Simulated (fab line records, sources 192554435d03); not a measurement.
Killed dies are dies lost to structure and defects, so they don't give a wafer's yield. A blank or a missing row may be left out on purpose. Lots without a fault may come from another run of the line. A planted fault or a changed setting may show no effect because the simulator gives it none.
fab line records | flow n5_finfet
record lots=9 wafers=27 last_day=17
route steps=1938 shown BEOL_M1@799 BEOL_M4@1111 PASSIVATION@1936
lots that met no fault: from a run of the same line without faults
start_h: hours from the record's first day to the start of the lot's first wafer shown | wait_h: hours since the lot's step before | " the same as in the row above | L1.1+2: a row that stands for several wafers | - no value, or no start given | * or withheld: withheld | < > ~ a bound
route shown NAME@n: a module of which the file shows steps, and the number in the route of the first | usual: mean/standard deviation of fault-free wafers | same: alike in all rows | chamber/n: place in a boat | sites: the reading at each site | _std_site: their standard deviation | _edge_site: outer sites' mean less inner sites' | radius_mm: how far each site lies from the wafer's centre | mask NAME#n: copy n | behind: the tool/chamber that last shaped the wafer | hold: why the lot was held/for how many hours/how that ended | device: the transistor (n, p or np) that didn't switch | end of line: the same wafers' tests at the end of the route | a step without rows: its recipe alone | killed: dies lost to structure and defects at the first sort, not the wafer's yield | map: a wafer's dies, x killed, . not, _ none there
set.NAME: the setting as run; set.NAME@STEP: as run at that earlier step | model.NAME: the simulator's own value behind a step, which no gauge read
steps of the route over a sample of lots; a table a step, a row a wafer
services: from which hour (start_h, from the record's first day; less than 0 if before it) a tool's chamber was out of use, for how many hours, and why
## steps
# step N5_BEOL_M1_STRIP_36
# recipe chemistry=N2/H2 power_w=450 temp_c=40 pressure_mtorr=20 rf_frequency_hz=6e+07 overash_fraction=0.3 bias_power_w=7 h2_frac=0.5 n2_flow_sccm=200 h2_flow_sccm=200
# usual drypump_motor_current_A=5.6/0.52 oes_product_au=0.80/0.085 power_w=450.0/1.2 rf_vpp_V=59.3/1.6 showerhead_plenum_p_Torr=2.57/0.08 throttle_valve_pct=23.50/0.21
# columns lot.wafer tool chamber start_h wait_h drypump_motor_current_A oes_product_au power_w rf_hours_counter_h rf_vpp_V showerhead_plenum_p_Torr throttle_valve_pct
L873.1 rie_diel-03 2 133.94 0.0 6.4 0.90 448.3 25 57.4 2.72 23.47
L873.4 " 1 " " 6.6 0.75 450.9 186 57.7 2.63 23.56
L873.5 " 1 " " 6.6 0.74 449.1 - 59.9 2.63 23.55
L876.1 rie_diel-01 0 149.22 0.0 5.8 0.86 451.6 40 60.4 2.69 23.61
L876.4 " 0 " " 5.8 0.86 450.4 - 58.3 2.69 23.58
L876.5 " 2 " " 4.9 0.85 450.4 - 58.6 2.46 23.11
L882.1 rie_diel-01 3 192.67 0.0 5.5 0.89 449.7 39 56.0 2.58 23.48
L882.2 " 1 " " 5.7 0.77 451.3 140 59.3 2.55 23.58
L882.6 " 1 " " 5.7 0.78 450.8 - 58.0 2.55 23.60
L885.1 rie_diel-02 2 214.00 0.0 5.0 0.80 447.5 93 58.7 2.46 23.65
L885.2 " 0 " " 6.2 0.75 450.1 152 58.2 2.65 23.49
L885.3 " 3 " " 4.9 0.69 448.8 245 63.0 2.60 23.56
L888.2 rie_diel-01 3 216.85 0.0 5.5 0.88 449.7 45 59.2 2.58 23.49
L888.3 " 1 " " 5.7 0.77 450.1 146 60.1 2.55 23.61
L888.6 " 1 " " 5.7 0.77 448.6 - 59.7 2.55 23.59
L887.1 rie_diel-02 3 218.02 0.0 4.9 0.66 450.3 245 58.2 2.60 23.52
L887.4 " 3 " " 4.9 0.68 451.7 - 58.8 2.60 23.51
L887.6 " 0 " " 6.1 0.74 448.8 - 59.2 2.65 23.49
L889.1 rie_diel-02 2 223.69 0.0 5.1 0.79 452.3 96 58.5 2.46 23.64
L889.2 " 3 " " 4.9 0.68 452.1 248 58.0 2.60 23.52
L889.3 " 0 " " 6.2 0.76 450.3 155 59.3 2.65 23.50
L890.2 rie_diel-01 2 235.53 0.0 4.8 0.81 447.5 97 60.8 2.45 23.16
L890.4 " 0 " " 5.8 0.82 451.4 64 58.4 2.68 23.62
L890.5 " 0 " " 5.8 0.82 448.2 - 54.3 2.68 23.68
L895.3 rie_diel-03 1 264.53 0.0 6.6 0.70 447.6 229 60.1 2.61 23.59
L895.4 " 2 " " 6.4 0.85 451.3 62 60.0 2.70 23.54
L895.6 " 3 " " 5.7 0.86 448.2 - 59.0 2.58 23.54
# step N5_BEOL_M1_STRIP_97
# recipe chemistry=N2/H2 time_s=10 power_w=450 temp_c=40 pressure_mtorr=20 rf_frequency_hz=6e+07 bias_power_w=7 n2_flow_sccm=200 h2_flow_sccm=200
# usual drypump_motor_current_A=5.6/0.52 oes_product_au=0.80/0.083 rf_vpp_V=59.3/0.85 showerhead_plenum_p_Torr=2.57/0.08 throttle_valve_pct=23.50/0.21
# columns lot.wafer tool chamber start_h wait_h drypump_motor_current_A oes_product_au rf_hours_counter_h rf_vpp_V showerhead_plenum_p_Torr throttle_valve_pct
L873.1 rie_diel-03 2 - - 6.4 0.91 25 58.7 2.72 23.49
L873.4 " 1 " " 6.6 0.73 186 59.7 2.63 23.55
L873.5 " 1 " " 6.6 0.74 - 60.0 2.63 23.55
L876.1 rie_diel-01 0 - - 5.8 0.87 40 60.6 2.69 23.60
L876.4 " 0 " " 5.8 0.86 - 60.1 2.69 23.59
L876.5 " 2 " " 4.9 0.84 - 59.6 2.46 23.14
L882.1 rie_diel-01 3 - - 5.6 0.89 39 59.5 2.58 23.50
L882.2 " 1 " " 5.7 0.77 140 59.9 2.55 23.58
L882.6 " 1 " " 5.7 0.78 - 58.7 2.55 23.59
L885.1 rie_diel-02 2 - - 5.0 0.80 93 57.6 2.46 23.62
L885.2 " 0 " " 6.1 0.76 152 60.5 2.65 23.50
L885.3 " 3 " " 4.9 0.68 245 59.8 2.60 23.55
L888.2 rie_diel-01 3 - - 5.6 0.88 45 58.7 2.58 23.48
L888.3 " 1 " " 5.7 0.76 146 58.4 2.55 23.59
L888.6 " 1 " " 5.7 0.77 - 59.9 2.55 23.59
L887.1 rie_diel-02 3 - - 4.9 0.69 245 59.3 2.60 23.54
L887.4 " 3 " " 4.9 0.68 - 59.9 2.60 23.55
L887.6 " 0 " " 6.1 0.76 - 57.8 2.65 23.49
L889.1 rie_diel-02 2 - - 5.1 0.81 96 59.0 2.46 23.62
L889.2 " 3 " " 4.9 0.68 248 58.6 2.60 23.55
L889.3 " 0 " " 6.1 0.75 155 60.3 2.65 23.50
L890.2 rie_diel-01 2 - - 4.8 0.81 97 59.5 2.45 23.16
L890.4 " 0 " " 5.8 0.83 64 59.6 2.68 23.64
L890.5 " 0 " " 5.8 0.83 - 59.7 2.68 23.63
L895.3 rie_diel-03 1 - - 6.6 0.71 229 59.5 2.61 23.60
L895.4 " 2 " " 6.4 0.84 62 60.3 2.70 23.54
L895.6 " 3 " " 5.8 0.86 - 59.2 2.58 23.55
# step N5_BEOL_M1_SPUTTER_48
# recipe material=Cu target_thk_a=45 temp_c=-20 chamber_pressure_pa=0.07 power_w=withheld time_s=8.29
# usual chamber_pressure_pa=0.06998/0.00015 chuck_gas_flow_sccm=1.27/0.049 substrate_temp_c=-20.02/0.1 throttle_valve_pct=30.3/1
# columns lot.wafer tool chamber start_h wait_h chamber_pressure_pa chuck_gas_flow_sccm substrate_temp_c throttle_valve_pct
L873.1 pvd_sputter-03 - 135.24 0.2 0.07011 1.24 -20.10 30.2
L873.4 " - " " 0.07022 1.32 -20.07 30.4
L873.5 " - " " 0.07004 1.30 -19.87 31.1
L876.1 pvd_sputter-01 - 150.36 0.1 0.07001 1.18 -19.92 30.4
L876.4 " - " " 0.07014 1.20 -20.07 31.0
L876.5 " - " " 0.07021 1.26 -20.10 30.9
L882.1 pvd_sputter-03 - 194.75 0.1 0.07019 1.21 -19.95 30.4
L882.2 " - " " 0.06995 1.25 -20.07 28.4
L882.6 " - " " 0.06984 1.20 -20.04 31.1
L885.1 pvd_sputter-03 - 215.99 0.2 0.07018 1.40 -19.91 30.6
L885.2 " - " " 0.07009 1.25 -20.18 31.1
L885.3 " - " " 0.07014 1.26 -20.00 28.9
L888.2 pvd_sputter-01 - 218.78 0.1 - - - -
L888.3 " - " " - - - -
L888.6 " - " " - - - -
L887.1 pvd_sputter-03 - 219.29 0.1 - - - -
L887.4 " - " " - - - -
L887.6 " - " " - - - -
L889.1 pvd_sputter-01 - 225.36 0.3 0.07008 1.23 -20.10 31.1
L889.2 " - " " 0.07006 1.25 -20.20 28.9
L889.3 " - " " 0.0702 1.30 -19.99 31.6
L890.2 pvd_sputter-01 - 237.07 0.2 0.06998 1.22 -19.99 31.7
L890.4 " - " " 0.07005 1.35 -19.97 31.3
L890.5 " - " " 0.06994 1.40 -20.09 30.1
L895.3 pvd_sputter-03 - 265.97 0.1 0.06987 1.24 -19.90 30.1
L895.4 " - " " 0.06997 1.28 -19.94 31.1
L895.6 " - " " 0.06971 1.24 -20.18 28.6
# step N5_BEOL_M1_ANNEAL_80
# recipe temp_c=400 time_s=240 ambient=vacuum
# usual heater_power_w=862/83
# columns lot.wafer tool chamber start_h wait_h heater_power_w
L873.1 pvd_sputter-03 - 135.54 0.0 795
L873.4 " - " " 970
L873.5 " - " " 795
L876.1 pvd_sputter-01 - 150.66 0.0 915
L876.4 " - " " 992
L876.5 " - " " 974
L882.1 pvd_sputter-03 - 195.05 0.0 937
L882.2 " - " " 878
L882.6 " - " " 776
L885.1 pvd_sputter-03 - 216.29 0.0 964
L885.2 " - " " 782
L885.3 " - " " 864
L888.2 pvd_sputter-01 - 219.08 0.0 780
L888.3 " - " " 928
L888.6 " - " " 960
L887.1 pvd_sputter-03 - 219.59 0.0 783
L887.4 " - " " 796
L887.6 " - " " 949
L889.1 pvd_sputter-01 - 225.96 0.1 962
L889.2 " - " " 763
L889.3 " - " " 845
L890.2 pvd_sputter-01 - 237.37 0.0 824
L890.4 " - " " 993
L890.5 " - " " 938
L895.3 pvd_sputter-03 - 266.27 0.0 787
L895.4 " - " " 781
L895.6 " - " " 872
# step N5_BEOL_M4_RC_MEAS_101
# usual DIBL_N=36.3/1.4 DIBL_P=36.2/1.5 IOFF_N=0.160/0.021 IOFF_P=0.211/0.027 ION_N=676/7.7 ION_P=463/5.5 SS_N=71.4/0.57 SS_P=73.3/0.58 VT_N=249.3/2.5 VT_P=-250.1/2.6
# columns lot.wafer tool chamber start_h wait_h DIBL_N[mV/V] DIBL_P[mV/V] IOFF_N[nA/um] IOFF_P[nA/um] ION_N[uA/um] ION_P[uA/um] SS_N[mV/dec] SS_P[mV/dec] VT_N[mV] VT_P[mV]
L873.1 prober-01 0 181.54 0.0 38.2 38.3 0.174 0.251 683 471 72.4 73.7 248.6 -245.4
L873.4 " 0 " " 37.7 36.9 0.154 0.215 675 464 72.0 73.3 250.5 -246.7
L873.5 " 0 " " 39.7 38.2 0.195 0.248 675 465 72.0 73.9 248.5 -249.7
L876.1 prober-02 0 189.07 0.0 37.4 38.7 0.190 0.217 691 466 71.3 72.6 247.0 -251.9
L876.4 " 0 " " 35.2 35.6 0.150 0.176 671 457 70.5 72.5 248.2 -253.0
L876.5 " 0 " " 37.5 38.4 0.201 0.208 688 466 71.4 72.7 245.2 -251.5
L882.1 prober-01 0 244.78 0.0 34.8 33.4 0.129 0.172 665 459 71.0 72.6 253.6 -249.8
L882.2 " 0 " " 37.6 37.7 0.172 0.227 680 464 71.2 73.9 246.5 -248.4
L882.6 " 0 " " 35.2 33.9 0.131 0.173 677 459 71.1 72.5 250.5 -249.7
L885.1 prober-01 0 260.55 0.0 34.9 35.2 0.158 0.207 677 462 71.9 73.0 249.8 -250.5
L885.2 " 0 " " 36.3 37.1 0.175 0.234 687 473 71.6 73.6 248.8 -247.4
L885.3 " 0 " " 35.6 36.3 0.160 0.216 682 464 71.2 73.1 248.1 -248.5
L887.1 prober-02 0 260.78 0.0 35.1 33.8 0.132 0.212 677 465 70.5 72.9 249.9 -245.2
L887.4 " 0 " " 38.3 38.1 0.192 0.283 686 475 72.5 73.9 246.7 -245.0
L887.6 " 0 " " 39.6 38.9 0.220 0.301 697 480 72.0 74.3 242.6 -244.7
L888.2 prober-01 0 265.59 0.2 38.8 38.3 0.210 0.260 679 466 71.5 73.9 245.5 -248.1
L888.3 " 0 " " 36.8 36.7 0.172 0.236 685 462 71.6 73.6 248.6 -248.9
L888.6 " 0 " " 35.9 34.8 0.150 0.195 666 452 71.4 73.1 250.7 -251.8
L889.1 prober-02 0 265.66 0.0 36.1 35.1 0.162 0.204 672 465 71.2 72.9 248.7 -249.9
L889.2 " 0 " " 36.1 34.6 0.162 0.194 681 463 71.5 73.4 248.9 -252.3
L889.3 " 0 " " 35.0 33.8 0.150 0.184 680 463 70.9 72.8 250.5 -251.6
L890.2 prober-02 0 283.61 0.2 35.0 34.3 0.146 0.194 679 467 70.6 72.6 249.2 -249.9
L890.4 " 0 " " 35.2 34.6 0.144 0.202 667 462 70.2 72.6 249.8 -249.2
L890.5 " 0 " " 38.0 37.7 0.191 0.251 679 467 70.8 73.4 243.9 -248.9
L895.3 prober-01 0 313.48 0.3 36.2 36.6 0.155 0.221 673 465 71.6 74.1 250.7 -249.9
L895.4 " 0 " " 35.2 34.4 0.125 0.181 660 451 70.8 73.0 253.3 -250.6
L895.6 " 0 " " 37.5 37.0 0.157 0.228 673 460 71.8 74.3 250.6 -249.8
# step N5_PASSIVATION_PROBE_49
# usual defect_limited_yield=91.3/1.4 killed_at_M0_to_M3=34/10 killed_at_M4_up=13/4.8 killed_at_contacts=12/6.1 killed_at_front_end=40/11 killed_at_other=3.7/2.8 killed_dies=103/16 killed_open=67/12 killed_short=34/7.4 sort_bin_5_function=5.1/0.95 sort_bin_6_memory=3.2/0.62 sort_n_pass=1077/16 sort_yield_pct=91.3/1.4
# same gross_dies=1180 killed_at_back_side=0 sort_bin_4_leakage[%]=0 sort_bin_8_speed[%]=0
# columns lot.wafer tool chamber start_h wait_h defect_limited_yield[%] killed_at_M0_to_M3 killed_at_M4_up killed_at_contacts killed_at_front_end killed_at_other killed_dies killed_open killed_short sort_bin_5_function[%] sort_bin_6_memory[%] sort_n_pass sort_yield_pct[%]
L887.1 prober-01 - 368.62 0.0 89.0 33 5 11 76 5 130 85 28 6.8 3.9 1050 89.0
L887.4 prober-01 - 368.77 0.2 92.6 34 8 9 26 10 87 51 26 4.5 2.7 1093 92.6
L887.6 prober-01 - 368.87 0.3 91.2 25 10 12 45 12 104 63 27 5.1 3.6 1076 91.2
L888.2 prober-02 - 371.78 0.1 90.2 45 25 16 30 0 116 76 31 5.8 3.7 1064 90.2
L888.3 prober-02 - 371.83 0.1 89.2 47 11 31 34 5 128 78 38 5.5 4.7 1052 89.2
L888.6 prober-02 - 371.98 0.3 92.6 36 10 17 22 2 87 41 26 4.5 2.5 1093 92.6
# killed by level:class
L887.1 FIN_SAQP:geometric_particle:open=35 STI_FIN_REVEAL:geometric_particle:open=17 BEOL_M1:interface_void_opened=13 FIN_SAQP:geometric_particle:short=11 MOL_CONTACT_COAG:geometric_particle:open=6 BEOL_M2:geometric_particle:open=5 MOL_CONTACT_COAG:geometric_particle:short=4 BEOL_M0_SAQP:geometric_particle:open=4
L887.4 FIN_SAQP:geometric_particle:open=15 BEOL_M1:interface_void_opened=10 MOL_CONTACT_COAG:geometric_particle:open=5 BEOL_M1:geometric_particle:short=5 BEOL_M2:geometric_particle:open=5 BEOL_M4:geometric_particle:open=5 MOL_CONTACT_COAG:geometric_particle:short=4 BEOL_M0:geometric_particle:short=3
L887.6 FIN_SAQP:geometric_particle:open=12 BEOL_M1:interface_void_opened=12 STI_FIN_REVEAL:geometric_particle:open=12 MOL_CONTACT_COAG:geometric_particle:open=8 FIN_SAQP:geometric_particle:short=7 MIM_BOT:geometric_particle:open=4 MOL_CONTACT_COAG:geometric_particle:short=4 BEOL_M1:geometric_particle:open=3
L888.2 BEOL_M4:geometric_particle:open=20 MOL_CONTACT_COAG:geometric_particle:open=13 BEOL_M1:interface_void_opened=9 STI_FIN_REVEAL:geometric_particle:open=8 BEOL_M1:geometric_particle:open=8 BEOL_M0_SAQP:geometric_particle:open=7 BEOL_M0_SAQP:geometric_particle:short=6 BEOL_M3:geometric_particle:open=6
L888.3 MOL_CONTACT_COAG:geometric_particle:open=22 BEOL_M1:interface_void_opened=10 BEOL_M0_SAQP:geometric_particle:open=9 FIN_SAQP:geometric_particle:short=8 MOL_CONTACT_COAG:geometric_particle:short=8 BEOL_M1:geometric_particle:open=8 BEOL_M3:geometric_particle:open=8 STI_FIN_REVEAL:geometric_particle:open=6
L888.6 BEOL_M1:interface_void_opened=14 MOL_CONTACT_COAG:geometric_particle:open=10 BEOL_M1:geometric_particle:open=9 MOL_CONTACT_COAG:geometric_particle:short=5 FIN_SAQP:geometric_particle:open=4 GATE_CUT:geometric_particle:short=4 BEOL_M4:geometric_particle:open=4 DUMMY_GATE:geometric_particle:open=3
## services
# columns tool chamber start_h hours kind
rie_diel-01 3 135.89 14.2 repair
rie_diel-02 0 141.71 3.3 repair
rie_diel-03 3 151.46 4.3 repair
pvd_sputter-03 - 169.70 3.3 repair
rie_diel-03 2 170.31 8.0 repair
rie_diel-02 1 210.87 - clean
rie_diel-02 1 210.87 - consumable_replace:focus_ring
rie_diel-02 1 210.87 26.1 scheduled_down
rie_diel-02 1 210.87 26.1 vent_cycle
rie_diel-03 3 214.67 3.1 repair
rie_diel-01 0 216.59 1.2 repair
rie_diel-02 - 219.04 0.7 repair
rie_diel-03 2 224.91 9.3 repair
rie_diel-03 0 240.51 12.8 repair
rie_diel-02 3 256.42 2.8 repair
rie_diel-02 3 259.42 - clean
rie_diel-02 3 259.42 - consumable_replace:focus_ring
rie_diel-02 3 259.42 25.7 scheduled_down
rie_diel-02 3 259.42 25.7 vent_cycle
## key
first_sign step=N5_BEOL_M1_SPUTTER_48 reading=tool_record direction=missing
effect none on later readings
met_at N5_BEOL_M1_SPUTTER_48
struck_lots L887,L888
not_acting_at N5_BEOL_M1_STRIP_36,N5_BEOL_M1_STRIP_97,N5_BEOL_M1_ANNEAL_80
onset_between 215.99 218.78
fault kind=skipped_step_whole tool=pvd_sputter-01,pvd_sputter-03 chamber=- onset_h=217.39 steps=N5_BEOL_M1_SPUTTER_48 scope=struck_lots_only
